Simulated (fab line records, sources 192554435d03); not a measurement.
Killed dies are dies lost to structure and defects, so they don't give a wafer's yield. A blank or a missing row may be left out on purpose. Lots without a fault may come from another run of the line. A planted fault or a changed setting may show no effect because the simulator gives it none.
Chamber matching | flow n5_finfet | N5_BEOL_M3_DESCUM_16 on rie_diel-04: 4 sister chambers
The step chemistry O2, time 7 s. 18 wafers are shown with their chamber, then 9 later ones without.

WAFERS WITH THEIR CHAMBER
wafer  | chamber | showerhead_plenum_p_Torr (Torr) | throttle_valve_pct (%) | oes_product_au (a.u.)
L075.1 | 2       | 2.09                            | 19.88                  | 0.76
L075.2 | 0       | 2.20                            | 20.56                  | 0.83
L075.4 | 3       | 2.04                            | 20.13                  | 0.87
L078.1 | 1       | 2.09                            | 20.34                  | 0.72
L078.3 | 0       | 2.19                            | 20.57                  | 0.82
L078.5 | 2       | 2.08                            | 19.90                  | 0.75
L081.3 | 3       | 2.04                            | 20.13                  | 0.87
L081.5 | 2       | 2.08                            | 19.91                  | 0.75
L081.6 | 1       | 2.09                            | 20.36                  | 0.72
L083.2 | 2       | 2.08                            | 19.92                  | 0.75
L083.5 | 0       | 2.19                            | 20.57                  | 0.81
L083.6 | 1       | 2.09                            | 20.39                  | 0.71
L084.1 | 3       | 2.03                            | 20.16                  | 0.85
L084.2 | 0       | 2.19                            | 20.58                  | 0.80
L084.5 | 0       | 2.19                            | 20.57                  | 0.81
L085.2 | 1       | 2.09                            | 20.39                  | 0.72
L085.4 | 3       | 2.03                            | 20.17                  | 0.86
L085.5 | 1       | 2.09                            | 20.36                  | 0.71

SIGNATURES (means of the wafers above)
reading                  | chamber 0 | chamber 1 | chamber 2 | chamber 3 | scatter within a chamber
showerhead_plenum_p_Torr | 2.1920    | 2.0900    | 2.0825    | 2.0350    | 0.00427
throttle_valve_pct       | 20.5700   | 20.3680   | 19.9025   | 20.1475   | 0.0174
oes_product_au           | 0.8140    | 0.7160    | 0.7525    | 0.8625    | 0.00841
Rule: a wafer's distance from a chamber is the root of the sum, over the readings, of the square of ((its reading less the chamber's mean) divided by the reading's scatter). The wafer belongs to the nearest chamber; if the next one is less than 2 further off, it can't be placed. The scatter: the root of (the sum of the squares of (reading less its chamber's mean) over the shown wafers, divided by (wafers less chambers)).

WAFERS WITHOUT THEIR CHAMBER
wafer  | showerhead_plenum_p_Torr (Torr) | throttle_valve_pct (%) | oes_product_au (a.u.)
L086.1 | 2.03                            | 20.16                  | 0.86
L086.2 | 2.19                            | 20.60                  | 0.81
L086.6 | 2.08                            | 19.93                  | 0.75
L090.1 | 2.03                            | 20.16                  | 0.85
L090.3 | 2.09                            | 20.39                  | 0.70
L090.6 | 2.03                            | 20.18                  | 0.85
L091.2 | 2.03                            | 20.19                  | 0.85
L091.4 | 2.08                            | 19.94                  | 0.74
L091.5 | 2.09                            | 20.40                  | 0.70

WHICH CHAMBER EACH WENT THROUGH
wafer  | from the rows above | in truth
L086.1 | 3                   | 3
L086.2 | 0                   | 0
L086.6 | 2                   | 2
L090.1 | 3                   | 3
L090.3 | 1                   | 1
L090.6 | 3                   | 3
L091.2 | 3                   | 3
L091.4 | 2                   | 2
L091.5 | 1                   | 1
Placed correctly: 9 of 9. Can't be placed from these rows: 0. Placed wrongly: 0.
